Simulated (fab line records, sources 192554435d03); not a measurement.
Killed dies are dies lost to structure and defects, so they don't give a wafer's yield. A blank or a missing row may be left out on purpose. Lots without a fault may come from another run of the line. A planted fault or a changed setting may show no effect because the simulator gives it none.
Chamber matching | flow n5_finfet | N5_SD_EPI_N_ETCH_45 on rie_diel-01: 4 sister chambers
The step etches SiOCN in CH3F/O2, target depth 6 nm. 18 wafers are shown with their chamber, then 9 later ones without.

WAFERS WITH THEIR CHAMBER
wafer  | chamber | showerhead_plenum_p_Torr (Torr) | drypump_motor_current_A (A) | throttle_valve_pct (%)
L074.1 | 2       | 1.92                            | 6.6                         | 23.60
L074.3 | 1       | 1.95                            | 5.8                         | 23.68
L074.6 | 0       | 2.09                            | 6.4                         | 23.63
L078.1 | 1       | 1.95                            | 5.7                         | 23.70
L078.3 | 2       | 1.92                            | 6.6                         | 23.62
L078.4 | 2       | 1.92                            | 6.6                         | 23.60
L081.1 | 0       | 2.08                            | 6.4                         | 23.65
L081.3 | 2       | 1.91                            | 6.6                         | 23.62
L081.4 | 3       | 1.97                            | 5.9                         | 22.88
L084.1 | 2       | 1.91                            | 6.5                         | 23.64
L084.4 | 3       | 1.96                            | 6.0                         | 22.89
L084.6 | 0       | 2.08                            | 6.4                         | 23.67
L087.1 | 0       | 2.08                            | 6.4                         | 23.67
L087.2 | 2       | 1.91                            | 6.5                         | 23.65
L087.5 | 0       | 2.08                            | 6.4                         | 23.67
L088.1 | 3       | 1.96                            | 5.9                         | 22.91
L088.3 | 1       | 1.94                            | 5.7                         | 23.25
L088.6 | 2       | 1.91                            | 6.6                         | 23.67

SIGNATURES (means of the wafers above)
reading                  | chamber 0 | chamber 1 | chamber 2 | chamber 3 | scatter within a chamber
showerhead_plenum_p_Torr | 2.0820    | 1.9467    | 1.9143    | 1.9633    | 0.00524
drypump_motor_current_A  | 6.400     | 5.733     | 6.571     | 5.933     | 0.0444
throttle_valve_pct       | 23.6580   | 23.5433   | 23.6286   | 22.8933   | 0.0982
Rule: a wafer's distance from a chamber is the root of the sum, over the readings, of the square of ((its reading less the chamber's mean) divided by the reading's scatter). The wafer belongs to the nearest chamber; if the next one is less than 2 further off, it can't be placed. The scatter: the root of (the sum of the squares of (reading less its chamber's mean) over the shown wafers, divided by (wafers less chambers)).

WAFERS WITHOUT THEIR CHAMBER
wafer  | showerhead_plenum_p_Torr (Torr) | drypump_motor_current_A (A) | throttle_valve_pct (%)
L091.1 | 2.07                            | 6.4                         | 23.67
L091.2 | 1.96                            | 6.0                         | 22.91
L091.6 | 1.94                            | 5.8                         | 23.24
L092.1 | 1.94                            | 5.8                         | 23.25
L092.2 | 1.96                            | 6.0                         | 22.94
L092.6 | 1.96                            | 6.0                         | 22.91
L094.1 | 1.96                            | 6.0                         | 22.91
L094.2 | 1.91                            | 6.5                         | 23.66
L094.5 | 2.07                            | 6.4                         | 23.69

WHICH CHAMBER EACH WENT THROUGH
wafer  | from the rows above | in truth
L091.1 | 0                   | 0
L091.2 | 3                   | 3
L091.6 | 1                   | 1
L092.1 | 1                   | 1
L092.2 | 3                   | 3
L092.6 | 3                   | 3
L094.1 | 3                   | 3
L094.2 | 2                   | 2
L094.5 | 0                   | 0
Placed correctly: 9 of 9. Can't be placed from these rows: 0. Placed wrongly: 0.
